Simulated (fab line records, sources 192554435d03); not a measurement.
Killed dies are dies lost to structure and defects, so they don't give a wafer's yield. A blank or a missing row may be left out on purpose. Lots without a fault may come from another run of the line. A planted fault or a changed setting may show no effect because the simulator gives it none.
Which tool did it? | flow n5_finfet | 10 lots, 30 wafers sampled, at 2 steps of a route of 1938

WHAT THE GAUGES READ, wafer by wafer
N5_MIM_TOP_LITHO_OVL_MEAS_11.
lot  | measured     | on         | MIM_TOP_OVL (nm)
L307 | day 12 08:44 | overlay-02 | 3 -6 1
L306 | day 12 05:06 | overlay-01 | 2 3 2
L308 | day 12 02:40 | overlay-02 | 2 -4 4
L309 | day 12 22:10 | overlay-01 | 0 5 -2
L310 | day 12 23:41 | overlay-01 | 10 4 8
L311 | day 13 09:44 | overlay-01 | 1 -2 7
L312 | day 13 10:49 | overlay-02 | -8 -7 1
L324 | day 17 03:00 | overlay-01 | 5 7 0
L326 | day 16 21:16 | overlay-02 | 8 7 3
L327 | day 17 03:02 | overlay-02 | -3 -2 4

WHICH TOOL RAN EACH LOT (tool, then ch and the chambers of the sampled wafers, then the start)
lot  | N5_BEOL_M2_SPUTTER_48
L307 | pvd_sputter-03, day 7 02:29
L306 | pvd_sputter-02, day 7 03:55
L308 | pvd_sputter-02, day 7 08:02
L309 | pvd_sputter-02, day 7 19:02
L310 | pvd_sputter-02, day 7 22:13
L311 | pvd_sputter-01, day 8 04:27
L312 | pvd_sputter-02, day 8 11:25
L324 | pvd_sputter-02, day 11 04:55
L326 | pvd_sputter-03, day 11 13:11
L327 | pvd_sputter-03, day 12 05:00
- N5_BEOL_M2_SPUTTER_48: material Cu, target thk 4.5 nm, time 8.29 s.

THE ANSWER, worked out from the rows above alone
Rule: what is usual is taken from the lots themselves. Put in order of their means at a reading, lots are off if they are a third of the lots or fewer, leave a main group of 4 or more, and stand apart from it by a gap of 3 or more times the standard deviation of the main group's means; of several such gaps the widest counts. A main group whose means are all the same, to the digits that the tables above print for the reading, isn't used. A lot without any number at a reading at which 4 lots or more have one is off too. The other lots that the step has rows for count as sound.
No lot is off at any reading shown: from this, nothing can be told.

WHAT THE SIMULATOR HAD PUT IN
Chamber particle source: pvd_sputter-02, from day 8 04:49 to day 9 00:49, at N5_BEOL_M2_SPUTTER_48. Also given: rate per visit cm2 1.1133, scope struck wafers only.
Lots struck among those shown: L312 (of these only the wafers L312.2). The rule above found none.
